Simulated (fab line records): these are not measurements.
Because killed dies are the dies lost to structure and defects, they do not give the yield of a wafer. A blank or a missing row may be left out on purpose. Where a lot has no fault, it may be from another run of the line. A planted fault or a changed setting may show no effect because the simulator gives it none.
fab line records | flow n5_finfet | part 1 of 2: steps 1 to 22 of 30
[record] lots = 5 | wafers = 15 | last_day = 17
route steps=1938 shown BEOL_M8@1397 BEOL_M9@1401
lots that met no fault: taken from a fault-free run of the same line
start_h: hours from the record's opening day to when the first of the lot's shown wafers began | wait_h: time in hours since the lot's previous step | " identical to the entry in the row above | L1.1+2: several wafers, shown together as one row | - value missing, or start not given | * or withheld: withheld | < > ~ a bound
route shown NAME@n: a module of which the file shows steps, and the number in the route of the first | usual: mean/standard deviation of fault-free wafers | same: alike in all rows | chamber/n: place in a boat | sites: per-site readings | _std_site: how widely they spread, as a standard deviation | _edge_site: the outer-site mean with the inner-site mean subtracted | radius_mm: for every site, how far away it sits from the centre of the wafer | mask NAME#n: copy n | behind: the last tool/chamber to shape the wafer | hold: cause of the lot's hold/its duration in hours/its outcome | device: names the non-switching transistor (n, p or np) | end of line: the route-end tests of the same wafers | step lacking rows: just its recipe | killed: at the first sort, the dies lost to defects and structure; wafer yield is something else | map: the dies of a wafer, with x for killed, . for not killed, _ for no die there
set.NAME: the run value of the setting; set.NAME@STEP: its run value at that earlier step | model.NAME: the simulator's own value behind a step, which no gauge read
lots seen at some steps along the route; tables by step, rows by wafer
services: a tool's chamber out of use, with start hour (start_h, from the record's first day; less than 0 if before it), hours out, and reason
[[steps]]
[step N5_BEOL_M8_PRE_CLEAN_55]
[recipe] gas = NH3 | time_s = 15 | temp_c = withheld | rf_power_w = 300
lot.wafer  | tool     | chamber | start_h | wait_h
L085.3+4+5 | pecvd-02 | 1,1,2   | 275.96  | 0.0
L088.1+4+5 | pecvd-03 | 2,0,2   | 290.91  | 0.0
L091.2+5+6 | pecvd-03 | 0,1,2   | 317.08  | 0.0
L090.2+3+5 | pecvd-03 | 0,1,2   | 317.29  | 0.0
L095.2+5+6 | pecvd-01 | 2,1,0   | 352.78  | 0.0
[step N5_BEOL_M8_DEP_56]
[recipe] material = SiCN | target_thk_a = 100 | temp_c = withheld | precursor = 3MS/NH3 | pressure_torr = 3 | rf_w = 202 | time_s = 17.5
[usual] showerhead_plenum_p_Torr = 3.668/0.012 | throttle_valve_pct = 8.7/0.46
lot.wafer | tool     | chamber | start_h | wait_h | showerhead_plenum_p_Torr | throttle_valve_pct
L085.3    | pecvd-02 | 1       | 275.98  | 0.0    | 3.656                    | 8.9
L085.4    | "        | 1       | "       | "      | 3.640                    | 9.2
L085.5    | "        | 2       | "       | "      | 3.668                    | 8.6
L088.1    | pecvd-03 | 2       | 290.94  | 0.0    | 3.665                    | 7.8
L088.4    | "        | 0       | "       | "      | 3.675                    | 8.9
L088.5    | "        | 2       | "       | "      | 3.665                    | 7.7
L091.2    | pecvd-03 | 0       | 317.10  | 0.0    | 3.667                    | 9.1
L091.5    | "        | 1       | "       | "      | 3.673                    | 9.1
L091.6    | "        | 2       | "       | "      | 3.682                    | 7.8
L090.2    | pecvd-03 | 0       | 317.32  | 0.0    | 3.681                    | 9.0
L090.3    | "        | 1       | "       | "      | 3.681                    | 9.0
L090.5    | "        | 2       | "       | "      | 3.670                    | 8.1
L095.2    | pecvd-01 | 2       | 352.80  | 0.0    | 3.648                    | 8.3
L095.5    | "        | 1       | "       | "      | 3.678                    | 9.0
L095.6    | "        | 0       | "       | "      | 3.645                    | 9.2
[step N5_BEOL_M8_RS_MEAS_57]
[recipe] thk_meas_gauge = four-point-probe | reads = Cu_of_BEOL_M8_ECD_50+Co_of_BEOL_M8_CVD_78+TaN_of_BEOL_M8_ALD_77
[usual] M8_RS = 0.291/0.012
lot.wafer | tool          | chamber | start_h | wait_h | M8_RS[ohm/sq]
L085.3    | film_metro-02 | -       | 276.05  | 0.1    | 0.295
L085.4    | "             | -       | "       | "      | 0.285
L085.5    | "             | -       | "       | "      | 0.300
L088.1    | film_metro-01 | -       | 291.01  | 0.1    | 0.309
L088.4    | "             | -       | "       | "      | 0.295
L088.5    | "             | -       | "       | "      | 0.292
L091.2    | film_metro-01 | -       | 317.17  | 0.1    | 0.312
L091.5    | "             | -       | "       | "      | 0.287
L091.6    | "             | -       | "       | "      | 0.275
L090.2    | film_metro-01 | -       | 317.38  | 0.1    | 0.288
L090.3    | "             | -       | "       | "      | 0.273
L090.5    | "             | -       | "       | "      | 0.313
L095.2    | film_metro-02 | -       | 352.87  | 0.1    | 0.271
L095.5    | "             | -       | "       | "      | 0.276
L095.6    | "             | -       | "       | "      | 0.301
[step N5_BEOL_M8_INSPECT_58]
[recipe] inspect_instrument = darkfield | mode = post_dep
[usual] raw_defect_count = 73/23
lot.wafer | tool              | chamber | start_h | wait_h | raw_defect_count
L085.3    | defect_inspect-01 | -       | 276.08  | 0.0    | 139
L085.4    | "                 | -       | "       | "      | 81
L085.5    | "                 | -       | "       | "      | 76
L088.1    | defect_inspect-01 | -       | 291.03  | 0.0    | 53
L088.4    | "                 | -       | "       | "      | 47
L088.5    | "                 | -       | "       | "      | 44
L091.2    | defect_inspect-01 | -       | 317.20  | 0.0    | 71
L091.5    | "                 | -       | "       | "      | 57
L091.6    | "                 | -       | "       | "      | 65
L090.2    | defect_inspect-01 | -       | 317.41  | 0.0    | 58
L090.3    | "                 | -       | "       | "      | 50
L090.5    | "                 | -       | "       | "      | 86
L095.2    | defect_inspect-01 | -       | 352.90  | 0.0    | 45
L095.5    | "                 | -       | "       | "      | 62
L095.6    | "                 | -       | "       | "      | 48
[step N5_BEOL_M9_ILD_DEP_00]
[recipe] material = SiCOH_lowk | target_thk_a = 3085.1 | temp_c = 300 | precursor = DEMS/porogen | pressure_torr = 5 | rf_w = 500 | time_s = 58
[usual] heater_power_w = 316/57 | showerhead_plenum_p_Torr = 5.749/0.013 | throttle_valve_pct = 13.6/0.73
lot.wafer | tool     | chamber | start_h | wait_h | heater_power_w | showerhead_plenum_p_Torr | throttle_valve_pct
L085.3    | pecvd-02 | 2       | 276.11  | 0.0    | 343            | 5.755                    | 12.7
L085.4    | "        | 0       | "       | "      | 298            | 5.753                    | 13.8
L085.5    | "        | 2       | "       | "      | 357            | 5.754                    | 12.8
L088.1    | pecvd-03 | 0       | 291.07  | 0.0    | 465            | 5.762                    | 13.2
L088.4    | "        | 0       | "       | "      | 465            | 5.747                    | 13.5
L088.5    | "        | 2       | "       | "      | 310            | 5.749                    | 12.1
L091.2    | pecvd-02 | 1       | 317.24  | 0.0    | 263            | 5.737                    | 13.8
L091.5    | "        | 1       | "       | "      | 218            | 5.727                    | 13.6
L091.6    | "        | 0       | "       | "      | 306            | 5.742                    | 13.5
L090.2    | pecvd-02 | 1       | 317.45  | 0.0    | 262            | 5.724                    | 13.6
L090.3    | "        | 1       | "       | "      | 263            | 5.715                    | 13.8
L090.5    | "        | 0       | "       | "      | 308            | 5.752                    | 13.5
L095.2    | pecvd-02 | 1       | 352.94  | 0.0    | 227            | 5.725                    | 13.8
L095.5    | "        | 0       | "       | "      | 330            | 5.747                    | 13.7
L095.6    | "        | 1       | "       | "      | 246            | 5.718                    | 13.5
[step N5_BEOL_M9_CURE_71]
[recipe] temp_c = 385 | time_s = 240 | ambient = He/Ar | material = SiCOH_lowk
[usual] lamp_power_pct = 52.32/0.056 | wafer_temp_C_max = 387.2/0.69
lot.wafer | tool       | chamber | start_h | wait_h | lamp_power_pct | wafer_temp_C_max
L085.3    | uv_cure-03 | 1       | 276.35  | 0.2    | 52.29          | 387.2
L085.4    | "          | 1       | "       | "      | 52.33          | 386.0
L085.5    | "          | 1       | "       | "      | 52.31          | 387.1
L088.1    | uv_cure-01 | 2       | 291.15  | 0.0    | 52.28          | 386.2
L088.4    | "          | 2       | "       | "      | 52.32          | 386.8
L088.5    | "          | 2       | "       | "      | 52.38          | 386.5
L091.2    | uv_cure-01 | 0       | 317.42  | 0.2    | 52.33          | 388.2
L091.5    | "          | 0       | "       | "      | 52.27          | 388.0
L091.6    | "          | 0       | "       | "      | 52.35          | 387.9
L090.2    | uv_cure-03 | 1       | 317.63  | 0.2    | 52.43          | 386.5
L090.3    | "          | 1       | "       | "      | 52.35          | 387.1
L090.5    | "          | 1       | "       | "      | 52.25          | 386.6
L095.2    | uv_cure-02 | 1       | 353.12  | 0.2    | 52.29          | 386.9
L095.5    | "          | 1       | "       | "      | 52.45          | 387.1
L095.6    | "          | 1       | "       | "      | 52.31          | 386.8
[step N5_BEOL_M9_THK_MEAS_01]
[recipe] reads = SiCOH_lowk_of_BEOL_M9_ILD_DEP_00
[usual] M9_ILD_THK = 267/3.9
lot.wafer | tool          | chamber | start_h | wait_h | M9_ILD_THK[nm]
L085.3    | film_metro-02 | -       | 276.70  | 0.3    | 272
L085.4    | "             | -       | "       | "      | 272
L085.5    | "             | -       | "       | "      | 278
L088.1    | film_metro-02 | -       | 291.66  | 0.4    | 259
L088.4    | "             | -       | "       | "      | 263
L088.5    | "             | -       | "       | "      | 269
L091.2    | film_metro-01 | -       | 317.86  | 0.4    | 261
L091.5    | "             | -       | "       | "      | 262
L091.6    | "             | -       | "       | "      | 265
L090.2    | film_metro-01 | -       | 318.07  | 0.4    | 262
L090.3    | "             | -       | "       | "      | 269
L090.5    | "             | -       | "       | "      | 266
L095.2    | film_metro-02 | -       | 353.57  | 0.4    | 263
L095.5    | "             | -       | "       | "      | 267
L095.6    | "             | -       | "       | "      | 265
[step N5_BEOL_M9_PECVD_70]
[recipe] material = SiO2 | target_thk_a = 200 | temp_c = 400 | precursor = TEOS/O2 | pressure_torr = 5.5 | rf_w = 450 | teos_flow_sccm = 53.8 | gas = O2 | flow_sccm = 3000 | time_s = 22.7
[usual] heater_power_w = 738/100 | showerhead_plenum_p_Torr = 8.83/0.045 | throttle_valve_pct = 22.2/1.4
lot.wafer | tool     | chamber | start_h | wait_h | heater_power_w | showerhead_plenum_p_Torr | throttle_valve_pct
L085.3    | pecvd-04 | 0       | 276.75  | 0.0    | 631            | 8.87                     | 23.4
L085.4    | "        | 2       | "       | "      | 749            | 8.79                     | 22.4
L085.5    | "        | 1       | "       | "      | 691            | 8.84                     | 25.1
L088.1    | pecvd-02 | 0       | 291.70  | 0.0    | 745            | 8.83                     | 21.9
L088.4    | "        | 2       | "       | "      | 770            | 8.85                     | 20.9
L088.5    | "        | 1       | "       | "      | 549            | 8.73                     | 22.2
L091.2    | pecvd-02 | 1       | 317.89  | 0.0    | 558            | 8.75                     | 22.2
L091.5    | "        | 1       | "       | "      | 571            | 8.73                     | 22.2
L091.6    | "        | 0       | "       | "      | 750            | 8.85                     | 22.1
L090.2    | pecvd-02 | 0       | 318.10  | 0.0    | 661            | 8.86                     | 22.1
L090.3    | "        | 1       | "       | "      | 641            | 8.72                     | 22.3
L090.5    | "        | 1       | "       | "      | 642            | 8.74                     | 22.1
L095.2    | pecvd-04 | 2       | 353.61  | 0.0    | 768            | 8.79                     | 22.6
L095.5    | "        | 1       | "       | "      | 691            | 8.84                     | 25.2
L095.6    | "        | 0       | "       | "      | 712            | 8.87                     | 23.4
[step N5_BEOL_M9_HM_DEP_02]
[recipe] material = TiN | target_thk_a = 200 | temp_c = 25 | chamber_pressure_pa = 0.49996
[usual] throttle_valve_pct = 30.2/0.85
lot.wafer | tool           | chamber | start_h | wait_h | throttle_valve_pct
L085.3    | pvd_sputter-02 | -       | 280.29  | 3.5    | 29.3
L085.4    | "              | -       | "       | "      | 29.6
L085.5    | "              | -       | "       | "      | 29.9
L088.1    | pvd_sputter-03 | -       | 295.00  | 3.3    | 30.8
L088.4    | "              | -       | "       | "      | 30.7
L088.5    | "              | -       | "       | "      | 30.6
L091.2    | pvd_sputter-01 | -       | 319.48  | 1.6    | 30.1
L091.5    | "              | -       | "       | "      | 29.0
L091.6    | "              | -       | "       | "      | 30.2
L090.2    | pvd_sputter-02 | -       | 319.52  | 1.4    | 29.6
L090.3    | "              | -       | "       | "      | 29.6
L090.5    | "              | -       | "       | "      | 29.7
L095.2    | pvd_sputter-02 | -       | 354.69  | 1.1    | 29.5
L095.5    | "              | -       | "       | "      | 29.8
L095.6    | "              | -       | "       | "      | 30.7
[step N5_BEOL_M9_COAT_59]
[recipe] resist = SOC | temp_c = 250 | time_s = 60 | spin_rpm = 1500 | resist_thk_nm = 100
[usual] exhaust_pa = 45.1/0.95
lot.wafer | tool           | chamber | start_h | wait_h | exhaust_pa
L085.3    | litho_track-05 | 0       | 280.42  | 0.1    | 46.2
L085.4    | "              | 0       | "       | "      | 45.3
L085.5    | "              | 0       | "       | "      | 45.6
L088.1    | litho_track-05 | 0       | 295.13  | 0.1    | 46.0
L088.4    | "              | 0       | "       | "      | 46.3
L088.5    | "              | 0       | "       | "      | 45.9
L091.2    | litho_track-04 | 0       | 319.61  | 0.1    | 45.5
L091.5    | "              | 0       | "       | "      | 44.4
L091.6    | "              | 0       | "       | "      | 46.1
L090.2    | litho_track-02 | 0       | 319.64  | 0.1    | 44.7
L090.3    | "              | 0       | "       | "      | 45.0
L090.5    | "              | 0       | "       | "      | 44.6
L095.2    | litho_track-02 | 0       | 354.82  | 0.1    | 46.2
L095.5    | "              | 0       | "       | "      | 45.4
L095.6    | "              | 0       | "       | "      | 44.9
[step N5_BEOL_M9_COAT_60]
[recipe] resist = SiARC | temp_c = 220 | time_s = 60 | spin_rpm = 1500 | resist_thk_nm = 30
[usual] exhaust_pa = 45.0/0.84
lot.wafer | tool           | chamber | start_h | wait_h | exhaust_pa
L085.3    | litho_track-05 | 0       | -       | -      | 45.8
L085.4    | "              | 0       | "       | "      | 46.1
L085.5    | "              | 0       | "       | "      | 45.7
L088.1    | litho_track-05 | 0       | -       | -      | 45.8
L088.4    | "              | 0       | "       | "      | 43.6
L088.5    | "              | 0       | "       | "      | 44.3
L091.2    | litho_track-04 | 0       | -       | -      | 43.9
L091.5    | "              | 0       | "       | "      | 44.6
L091.6    | "              | 0       | "       | "      | 45.2
L090.2    | litho_track-02 | 0       | -       | -      | 44.5
L090.3    | "              | 0       | "       | "      | 44.3
L090.5    | "              | 0       | "       | "      | 44.7
L095.2    | litho_track-02 | 0       | -       | -      | 43.8
L095.5    | "              | 0       | "       | "      | 42.2
L095.6    | "              | 0       | "       | "      | 44.5
[step N5_BEOL_M9_COAT_05]
[recipe] resist = CAR-ArF | spin_rpm = 1500 | resist_thk_nm = 90
[usual] exhaust_pa = 44.9/0.75
lot.wafer | tool           | chamber | start_h | wait_h | exhaust_pa
L085.3    | litho_track-05 | 0       | -       | -      | 45.6
L085.4    | "              | 0       | "       | "      | 45.0
L085.5    | "              | 0       | "       | "      | 46.3
L088.1    | litho_track-05 | 0       | -       | -      | 45.1
L088.4    | "              | 0       | "       | "      | 45.5
L088.5    | "              | 0       | "       | "      | 44.7
L091.2    | litho_track-04 | 0       | -       | -      | 44.0
L091.5    | "              | 0       | "       | "      | 44.9
L091.6    | "              | 0       | "       | "      | 45.5
L090.2    | litho_track-02 | 0       | -       | -      | 44.4
L090.3    | "              | 0       | "       | "      | 44.9
L090.5    | "              | 0       | "       | "      | 45.7
L095.2    | litho_track-02 | 0       | -       | -      | 42.7
L095.5    | "              | 0       | "       | "      | 43.1
L095.6    | "              | 0       | "       | "      | 44.1
[step N5_BEOL_M9_EBR_07]
[recipe] solvent = PGMEA | ebr_width_mm = 1.5
[usual] exhaust_pa = 44.9/1.1
lot.wafer | tool           | chamber | start_h | wait_h | exhaust_pa
L085.3    | litho_track-05 | 0       | -       | -      | 45.4
L085.4    | "              | 0       | "       | "      | 45.3
L085.5    | "              | 0       | "       | "      | 44.6
L088.1    | litho_track-05 | 0       | -       | -      | 45.2
L088.4    | "              | 0       | "       | "      | 43.0
L088.5    | "              | 0       | "       | "      | 43.0
L091.2    | litho_track-04 | 0       | -       | -      | 45.7
L091.5    | "              | 0       | "       | "      | 44.8
L091.6    | "              | 0       | "       | "      | 44.7
L090.2    | litho_track-02 | 0       | -       | -      | 45.3
L090.3    | "              | 0       | "       | "      | 46.3
L090.5    | "              | 0       | "       | "      | 42.9
L095.2    | litho_track-02 | 0       | -       | -      | 45.9
L095.5    | "              | 0       | "       | "      | 45.5
L095.6    | "              | 0       | "       | "      | 45.6
[step N5_BEOL_M9_SOFTBAKE_06]
[recipe] temp_c = 110 | time_s = 60 | resist = CAR-ArF
[usual] exhaust_pa = 45.0/0.79
lot.wafer | tool           | chamber | start_h | wait_h | exhaust_pa
L085.3    | litho_track-05 | 0       | -       | -      | 44.6
L085.4    | "              | 0       | "       | "      | 44.9
L085.5    | "              | 0       | "       | "      | 44.3
L088.1    | litho_track-05 | 0       | -       | -      | 45.0
L088.4    | "              | 0       | "       | "      | 45.2
L088.5    | "              | 0       | "       | "      | 44.9
L091.2    | litho_track-04 | 0       | -       | -      | 44.5
L091.5    | "              | 0       | "       | "      | 44.9
L091.6    | "              | 0       | "       | "      | 45.3
L090.2    | litho_track-02 | 0       | -       | -      | 45.6
L090.3    | "              | 0       | "       | "      | 43.7
L090.5    | "              | 0       | "       | "      | 44.7
L095.2    | litho_track-02 | 0       | -       | -      | 44.7
L095.5    | "              | 0       | "       | "      | 45.3
L095.6    | "              | 0       | "       | "      | 44.2
[step N5_BEOL_M9_EXPOSE_08]
[recipe] mask_id = M9 | na = 1.35 | source_shape = dipole | sigma_inner = 0.411 | sigma_outer = 0.611 | polarization = te | dose_mj = 53.75
[usual] focus_offset_nm = 0.0/0.56
[same] dipole_opening_deg = 40
lot.wafer | tool            | chamber | start_h | wait_h | mask | focus_offset_nm
L085.3    | arfi_scanner-01 | 0       | 280.55  | -      | M9#0 | 0.3
L085.4    | "               | 0       | "       | "      | M9#0 | -0.3
L085.5    | "               | 0       | "       | "      | M9#0 | 0.5
L088.1    | arfi_scanner-01 | 0       | 295.40  | -      | M9#0 | -0.3
L088.4    | "               | 0       | "       | "      | M9#0 | 0.2
L088.5    | "               | 0       | "       | "      | M9#0 | -0.2
L091.2    | arfi_scanner-03 | 0       | 319.73  | -      | M9#0 | -0.8
L091.5    | "               | 0       | "       | "      | M9#0 | -0.9
L091.6    | "               | 0       | "       | "      | M9#0 | -1.1
L090.2    | arfi_scanner-02 | 0       | 319.89  | -      | M9#0 | -0.5
L090.3    | "               | 0       | "       | "      | M9#0 | -1.2
L090.5    | "               | 0       | "       | "      | M9#0 | -0.5
L095.2    | arfi_scanner-03 | 0       | 355.07  | -      | M9#0 | 0.3
L095.5    | "               | 0       | "       | "      | M9#0 | 1.0
L095.6    | "               | 0       | "       | "      | M9#0 | 0.5
[step N5_BEOL_M9_PEB_09]
[recipe] peb_temp_c = withheld | peb_time_s = 60 | resist = CAR-ArF
[usual] exhaust_pa = 45.0/0.85
lot.wafer | tool           | chamber | start_h | wait_h | exhaust_pa
L085.3    | litho_track-05 | 0       | 280.60  | 0.0    | 44.7
L085.4    | "              | 0       | "       | "      | 43.8
L085.5    | "              | 0       | "       | "      | 44.9
L088.1    | litho_track-04 | 0       | 295.46  | 0.1    | 44.0
L088.4    | "              | 0       | "       | "      | 43.5
L088.5    | "              | 0       | "       | "      | 44.1
L091.2    | litho_track-04 | 0       | 319.78  | 0.0    | 45.1
L091.5    | "              | 0       | "       | "      | 45.2
L091.6    | "              | 0       | "       | "      | 45.8
L090.2    | litho_track-04 | 0       | 319.95  | 0.0    | 44.6
L090.3    | "              | 0       | "       | "      | 45.9
L090.5    | "              | 0       | "       | "      | 44.5
L095.2    | litho_track-04 | 0       | 355.12  | 0.0    | 44.5
L095.5    | "              | 0       | "       | "      | 45.8
L095.6    | "              | 0       | "       | "      | 45.5
[step N5_BEOL_M9_DEVELOP_10]
[recipe] develop_time_s = 30 | developer = TMAH | resist = CAR-ArF | rinse_liquid = diw | dry = air_spin | dev_temp_c = 23
[usual] exhaust_pa = 45.2/0.81
lot.wafer | tool           | chamber | start_h | wait_h | exhaust_pa
L085.3    | litho_track-05 | 0       | -       | -      | 45.5
L085.4    | "              | 0       | "       | "      | 45.0
L085.5    | "              | 0       | "       | "      | 46.0
L088.1    | litho_track-04 | 0       | -       | -      | 45.2
L088.4    | "              | 0       | "       | "      | 46.2
L088.5    | "              | 0       | "       | "      | 44.9
L091.2    | litho_track-04 | 0       | -       | -      | 44.0
L091.5    | "              | 0       | "       | "      | 45.2
L091.6    | "              | 0       | "       | "      | 45.0
L090.2    | litho_track-04 | 0       | -       | -      | 44.7
L090.3    | "              | 0       | "       | "      | 44.4
L090.5    | "              | 0       | "       | "      | 44.0
L095.2    | litho_track-04 | 0       | -       | -      | 44.4
L095.5    | "              | 0       | "       | "      | 45.0
L095.6    | "              | 0       | "       | "      | 45.2
[step N5_BEOL_M9_CD_MEAS_11]
[recipe] target_cd_nm = 64.1 | landing_energy_ev = 500 | detector = se_inlens | polarity = opening
[usual] cd_nm = 64.2/0.79
lot.wafer | tool      | chamber | start_h | wait_h | cd_nm
L085.3    | cd_sem-02 | 0       | 280.67  | -      | 63.3
L085.4    | "         | 0       | "       | "      | 62.1
L085.5    | "         | 0       | "       | "      | 62.3
L088.1    | cd_sem-03 | 0       | 295.53  | -      | 64.5
L088.4    | "         | 0       | "       | "      | 63.8
L088.5    | "         | 0       | "       | "      | 64.1
L091.2    | cd_sem-01 | 0       | 319.85  | -      | 63.4
L091.5    | "         | 0       | "       | "      | 63.3
L091.6    | "         | 0       | "       | "      | 64.9
L090.2    | cd_sem-03 | 0       | 320.02  | -      | 64.7
L090.3    | "         | 0       | "       | "      | 64.1
L090.5    | "         | 0       | "       | "      | 63.5
L095.2    | cd_sem-01 | 0       | 355.19  | -      | 64.3
L095.5    | "         | 0       | "       | "      | 64.2
L095.6    | "         | 0       | "       | "      | 63.5
[step N5_BEOL_M9_OVL_MEAS_12]
[recipe] points_per_wafer = 44
[usual] M9_OVL = 0.0/0.88
lot.wafer | tool       | chamber | start_h | wait_h | M9_OVL[nm]
L085.3    | overlay-02 | 0       | 280.69  | 0.0    | 0.5
L085.4    | "          | 0       | "       | "      | 1.1
L085.5    | "          | 0       | "       | "      | 0.4
L088.1    | overlay-02 | 0       | 295.56  | 0.0    | 2.2
L088.4    | "          | 0       | "       | "      | 1.1
L088.5    | "          | 0       | "       | "      | 0.9
L091.2    | overlay-02 | 0       | 319.88  | 0.0    | -0.7
L091.5    | "          | 0       | "       | "      | -2.3
L091.6    | "          | 0       | "       | "      | -1.4
L090.2    | overlay-01 | 0       | 320.04  | 0.0    | 0.8
L090.3    | "          | 0       | "       | "      | 0.8
L090.5    | "          | 0       | "       | "      | 1.7
L095.2    | overlay-01 | 0       | 355.22  | 0.0    | 0.4
L095.5    | "          | 0       | "       | "      | -0.2
L095.6    | "          | 0       | "       | "      | -0.4
[step N5_BEOL_M9_INSPECT_13]
[recipe] mode = adi | inspect_instrument = brightfield
[usual] raw_defect_count = 415/82
lot.wafer | tool              | chamber | start_h | wait_h | raw_defect_count
L085.3    | defect_inspect-01 | -       | 280.72  | 0.0    | 430
L085.4    | "                 | -       | "       | "      | 271
L085.5    | "                 | -       | "       | "      | 355
L088.1    | defect_inspect-01 | -       | 295.58  | 0.0    | 403
L088.4    | "                 | -       | "       | "      | 358
L088.5    | "                 | -       | "       | "      | 393
L091.2    | defect_inspect-02 | -       | 319.91  | 0.0    | 290
L091.5    | "                 | -       | "       | "      | 484
L091.6    | "                 | -       | "       | "      | 334
L090.2    | defect_inspect-01 | -       | 320.07  | 0.0    | 291
L090.3    | "                 | -       | "       | "      | 470
L090.5    | "                 | -       | "       | "      | 522
L095.2    | defect_inspect-02 | -       | 355.25  | 0.0    | 362
L095.5    | "                 | -       | "       | "      | 459
L095.6    | "                 | -       | "       | "      | 453
[step N5_BEOL_M9_DESCUM_16]
[recipe] chemistry = O2 | time_s = 7.9 | source_power_w = 50 | bias_power_w = 20 | pressure_mtorr = 20 | rf_frequency_hz = 2.712e+07 | temp_c = 40 | resist = CAR-ArF | o2_flow_sccm = 225
[usual] drypump_motor_current_A = 5.5/0.5 | oes_product_au = 0.81/0.092 | rf_vpp_V = 243.6/1.2 | showerhead_plenum_p_Torr = 2.13/0.076 | throttle_valve_pct = 20.4/0.34
lot.wafer | tool        | chamber | start_h | wait_h | drypump_motor_current_A | oes_product_au | rf_hours_counter_h | rf_vpp_V | showerhead_plenum_p_Torr | throttle_valve_pct
L085.3    | rie_diel-02 | 0       | 280.76  | 0.0    | 6.0                     | 0.71           | 220                | 243.6    | 2.07                     | 20.7
L085.4    | "           | 1       | "       | "      | 5.9                     | 0.69           | 212                | 244.1    | 2.15                     | 20.7
L085.5    | "           | 2       | "       | "      | 5.6                     | 0.94           | -                  | 243.0    | 2.08                     | 20.6
L088.1    | rie_diel-05 | 1       | 295.93  | 0.3    | 5.5                     | 0.67           | 247                | 243.2    | 2.04                     | 20.4
L088.4    | "           | 0       | "       | "      | 6.4                     | 0.68           | 227                | 243.7    | 2.15                     | 20.8
L088.5    | "           | 0       | "       | "      | 6.4                     | 0.68           | -                  | 243.9    | 2.15                     | 20.8
L091.2    | rie_diel-04 | 0       | 319.94  | 0.0    | 5.2                     | 0.85           | 50                 | 245.6    | 2.24                     | 20.2
L091.5    | "           | 0       | "       | "      | 5.3                     | 0.85           | -                  | 244.7    | 2.24                     | 20.2
L091.6    | "           | 1       | "       | "      | 6.2                     | 0.95           | -                  | 247.1    | 2.25                     | 20.6
L090.2    | rie_diel-02 | 0       | 320.10  | 0.0    | 6.0                     | 0.69           | 230                | 241.8    | 2.07                     | 20.7
L090.3    | "           | 3       | "       | "      | 5.4                     | 0.82           | 76                 | 245.2    | 2.22                     | 20.4
L090.5    | "           | 3       | "       | "      | 5.4                     | 0.82           | -                  | 245.2    | 2.22                     | 20.3
L095.2    | rie_diel-05 | 3       | 355.32  | 0.1    | 5.3                     | 0.88           | 30                 | 244.0    | 2.07                     | 20.6
L095.5    | "           | 3       | "       | "      | 5.3                     | 0.89           | -                  | 243.4    | 2.07                     | 20.6
L095.6    | "           | 0       | "       | "      | 6.5                     | 0.67           | -                  | 244.2    | 2.14                     | 20.8
[step N5_BEOL_M9_ETCH_61]
[recipe] chemistry = CF4 | target = SiARC | target_depth_a = 390 | mask_material = CAR-ArF | time_s = 65 | ion_energy_ev = 80 | pressure_mtorr = 40 | source_w = 545 | bias_w = 36 | Ar_flow_sccm = 100 | cf4_flow_sccm = 100 | ends = cleared
[usual] drypump_motor_current_A = 5.5/0.5 | etch_rf_on_time_s = 65.7/2 | oes_product_au = 0.70/0.08 | rf_vpp_V = 184.5/0.92 | showerhead_plenum_p_Torr = 2.17/0.068 | throttle_valve_pct = 15.5/0.3
lot.wafer | tool        | chamber | start_h | wait_h | drypump_motor_current_A | etch_rf_on_time_s | oes_product_au | rf_hours_counter_h | rf_vpp_V | showerhead_plenum_p_Torr | throttle_valve_pct
L085.3    | rie_diel-02 | 0       | 280.80  | 0.0    | 6.0                     | 68.8              | 0.59           | 220                | 184.5    | 2.13                     | 15.8
L085.4    | "           | 1       | "       | "      | 5.8                     | 67.2              | 0.59           | 212                | 183.9    | 2.21                     | 15.9
L085.5    | "           | 2       | "       | "      | 5.7                     | 63.2              | 0.81           | -                  | 183.9    | 2.12                     | 15.6
L088.1    | rie_diel-05 | 1       | 295.97  | 0.0    | 5.5                     | 68.9              | 0.56           | 247                | 183.9    | 2.09                     | 15.7
L088.4    | "           | 0       | "       | "      | 6.4                     | 67.2              | 0.59           | 227                | 184.8    | 2.20                     | 15.9
L088.5    | "           | 0       | "       | "      | 6.4                     | 67.1              | 0.59           | -                  | 184.4    | 2.20                     | 15.9
L091.2    | rie_diel-04 | 0       | 319.98  | 0.0    | 5.3                     | 67.3              | 0.72           | 50                 | 184.8    | 2.25                     | 15.1
L091.5    | "           | 0       | "       | "      | 5.3                     | 67.3              | 0.72           | -                  | 185.4    | 2.25                     | 15.1
L091.6    | "           | 1       | "       | "      | 6.2                     | 64.0              | 0.81           | -                  | 184.6    | 2.30                     | 15.6
L090.2    | rie_diel-02 | 0       | 320.14  | 0.0    | 6.0                     | 70.4              | 0.58           | 230                | 184.8    | 2.12                     | 15.9
L090.3    | "           | 3       | "       | "      | 5.4                     | 66.4              | 0.70           | 76                 | 184.1    | 2.25                     | 15.4
L090.5    | "           | 3       | "       | "      | 5.4                     | 67.3              | 0.69           | -                  | 185.4    | 2.25                     | 15.5
L095.2    | rie_diel-05 | 3       | 355.36  | 0.0    | 5.3                     | 63.5              | 0.77           | 30                 | 183.6    | 2.09                     | 15.6
L095.5    | "           | 3       | "       | "      | 5.3                     | 63.9              | 0.76           | -                  | 183.8    | 2.09                     | 15.6
L095.6    | "           | 0       | "       | "      | 6.5                     | 67.2              | 0.58           | -                  | 185.5    | 2.19                     | 16.0
